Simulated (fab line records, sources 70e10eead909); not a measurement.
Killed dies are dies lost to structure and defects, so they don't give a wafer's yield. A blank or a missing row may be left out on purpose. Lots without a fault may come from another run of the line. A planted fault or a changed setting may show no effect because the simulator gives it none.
Chamber matching | flow nand_harc | NHARC_A_BONDPAD_CMP_19 on cmp-01: 4 sister chambers
The step polishes, t overpolish 30 s, cu recess touch 16 s, target thk 169.82 nm. 7 wafers are shown with their chamber, then 9 later ones without.

WAFERS WITH THEIR CHAMBER
wafer  | chamber | motor_current_A (A) | overpolish_run_s (s)
L325.3 | 0       | 13.1                | 30.001
L335.3 | 3       | 12.4                | 29.998
L338.5 | 2       | 12.3                | 30.007
L338.6 | 1       | 14.4                | 30.003
L339.1 | 1       | 13.5                | 29.988
L339.2 | 0       | 13.1                | 30.005
L339.3 | 2       | 12.4                | 29.986

WAFERS WITHOUT THEIR CHAMBER
wafer  | motor_current_A (A) | overpolish_run_s (s)
L340.2 | 12.2                | 29.998
L340.3 | 12.0                | 29.996
L340.6 | 12.8                | 30.005
L345.1 | 12.8                | 29.993
L345.3 | 11.7                | 29.989
L345.5 | 12.2                | 30.007
L346.2 | 11.8                | 30.001
L346.3 | 13.6                | 30.010
L346.4 | 12.6                | 29.992

WHICH CHAMBER EACH WENT THROUGH
wafer  | from the rows above               | in truth
L340.2 | can't be placed: 2 or 3           | 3
L340.3 | can't be placed: 2 or 3           | 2
L340.6 | can't be placed: 0 or 3 or 2      | 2
L345.1 | can't be placed: 3 or 0 or 2 or 1 | 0
L345.3 | can't be placed: 2 or 3           | 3
L345.5 | can't be placed: 3 or 2 or 0      | 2
L346.2 | can't be placed: 2 or 3 or 0      | 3
L346.3 | can't be placed: 0 or 1 or 3      | 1
L346.4 | can't be placed: 3 or 2 or 0      | 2
Placed correctly: 0 of 9. Can't be placed from these rows: 9 (the true chamber is among the candidates in 9). Placed wrongly: 0.
How it was worked out, from the rows above alone: a wafer's distance from a chamber is the root of the sum, over the readings, of the square of ((its reading less the chamber's mean) divided by the reading's scatter). The wafer belongs to the nearest chamber; if the next one is less than 2 further off, it can't be placed. A chamber's mean is the mean of its shown wafers. The scatter: the root of (the sum of the squares of (reading less its chamber's mean) over the shown wafers, divided by (wafers less chambers)).
